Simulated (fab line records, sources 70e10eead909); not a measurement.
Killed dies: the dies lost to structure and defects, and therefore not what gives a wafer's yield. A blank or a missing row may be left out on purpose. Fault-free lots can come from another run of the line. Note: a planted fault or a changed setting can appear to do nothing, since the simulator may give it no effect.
Problem report, 8D (eight disciplines) form, completed by code -- flow nand-harc -- the parts of the form that need people (team, actions taken, sign-off) are left out

## 1. WHAT WENT WRONG
oes-product-au at NHARC_P_BONDPAD_ETCH_37 reads a mean of 0.824 a.u. on 1 wafer of 1 lot; wafers without a fault read 1.000 a.u. with a standard deviation of 0.0088. That is -20 standard deviations from the usual mean.
The step: etches the open film in N2/H2, target depth 60 nm, overetch 18 nm, time 65.91 s.
Seen first at day 14 03:23 on rie-diel-13, wafer L852.1. At this step, 39 wafers from 13 lots have a number in the record. Rule for "out" (also "out of limits"): further than 4 standard deviations from the usual mean. The other wafers with a number count as sound.

## 2. WHAT THIS IS AND IS NOT
question,is,is not
which readings at this step,oes-product-au,"chamber-pressure-mTorr, drypump-motor-current-A, n2-flow-sccm, rf-fwd-power-W, rf-vpp-V, showerhead-plenum-p-Torr, throttle-valve-pct"
which lots,L852,"L834, L835, L836, L837, L840, L841, L843, L846, L849, L853, L855, L857"
which wafers of those lots,L852.1,"L852.5, L852.6"
read on which tools,rie-diel-13,"rie-diel-08, rie-diel-12"
when,from day 14 03:23,"up to then (29 sound wafers); but 9 sound wafers of L853, L855, L857 came after"

## 3. SUSPECTS, AND WHAT RULES EACH OUT
Counting: if a tool at a process step up to the reading ran every lot that is out, it stays a suspect. Sound lots after the first of them don't rule it out here, since some wafers of a struck lot are sound.
- rie-diel-13 at NHARC_P_BONDPAD_ETCH_37 (etches the open film in N2/H2, target depth 60 nm, overetch 18 nm, time 65.91 s): kept. It processed L852, the lot that is out, at day 14 03:23, and its most recent sound lot before then was L843 at day 10 02:55. On those wafers its own readings are out: oes-product-au.
- rie-diel-13, NHARC_P_BONDPAD_ETCH_37: wafers that are out in chamber 0, sound lot-mates in chambers 1, 2.
Remaining after the count: rie-diel-13 at NHARC_P_BONDPAD_ETCH_37.

## 4. THE CAUSE (what the simulator had put in)
rie-diel-13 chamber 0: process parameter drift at NHARC_P_BONDPAD_ETCH_37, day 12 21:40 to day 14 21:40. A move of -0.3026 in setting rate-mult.
The count eliminated every tool but this one.

## 5. THE EFFECT CHAIN, in route order
Rows list readings where the struck wafers' mean (over those with a number) sits beyond 3 standard deviations from the usual. Only readings whose record carries a usual standard deviation are examined. hours: median over the lots of the time between each lot's start at the first step of this table that gives one and its start at this step. sigmas: the change, counted in usual standard deviations.
hours,step,reading,usual,on struck wafers,change,sigmas
0,NHARC_P_BONDPAD_ETCH_37,oes-product-au,1.000 a.u.,0.824,-0.176,-20
Its process steps:
- NHARC_P_BONDPAD_ETCH_37: etches the open film in N2/H2, target depth 60 nm, overetch 18 nm, time 65.91 s.

## 6. HOW IT WOULD HAVE BEEN CAUGHT EARLIER
First out-of-limits reading in this record: day 14 03:23, which is 30 hours after fault onset at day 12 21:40.
